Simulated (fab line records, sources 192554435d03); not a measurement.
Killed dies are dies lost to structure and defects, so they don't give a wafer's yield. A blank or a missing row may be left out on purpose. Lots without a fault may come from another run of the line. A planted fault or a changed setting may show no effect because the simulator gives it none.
Chamber matching | flow n5_finfet | N5_BEOL_M0_SAQP_ILD_DEP_01 on pecvd-03: 3 sister chambers
The step deposits SiOC from DEMS/O2, target thk 45.419 nm, time 8.7 s. 3 wafers are shown with their chamber, then 8 later ones without.

WAFERS WITH THEIR CHAMBER
wafer  | chamber | throttle_valve_pct (%)
L082.5 | 2       | 14.6
L091.5 | 1       | 13.1
L092.3 | 0       | 10.8

WAFERS WITHOUT THEIR CHAMBER
wafer  | throttle_valve_pct (%)
L092.4 | 12.9
L092.5 | 11.0
L094.1 | 10.6
L094.2 | 12.8
L094.4 | 10.8
L097.3 | 10.4
L097.5 | 11.0
L097.6 | 13.0

WHICH CHAMBER EACH WENT THROUGH
wafer  | from the rows above | in truth
L092.4 | 1                   | 1
L092.5 | 0                   | 0
L094.1 | 0                   | 0
L094.2 | 1                   | 1
L094.4 | 0                   | 0
L097.3 | 0                   | 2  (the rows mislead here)
L097.5 | 0                   | 0
L097.6 | 1                   | 1
Placed correctly: 7 of 8. Can't be placed from these rows: 0. Placed wrongly: 1.
How it was worked out, from the rows above alone: a wafer's distance from a chamber is the root of the sum, over the readings, of the square of ((its reading less the chamber's mean) divided by the reading's scatter). The wafer belongs to the nearest chamber; if the next one is less than 2 further off, it can't be placed. A chamber's mean is the mean of its shown wafers. The scatter: with one shown wafer a chamber, the root of the mean of the squares of how far each hidden wafer lies from its nearest shown one.
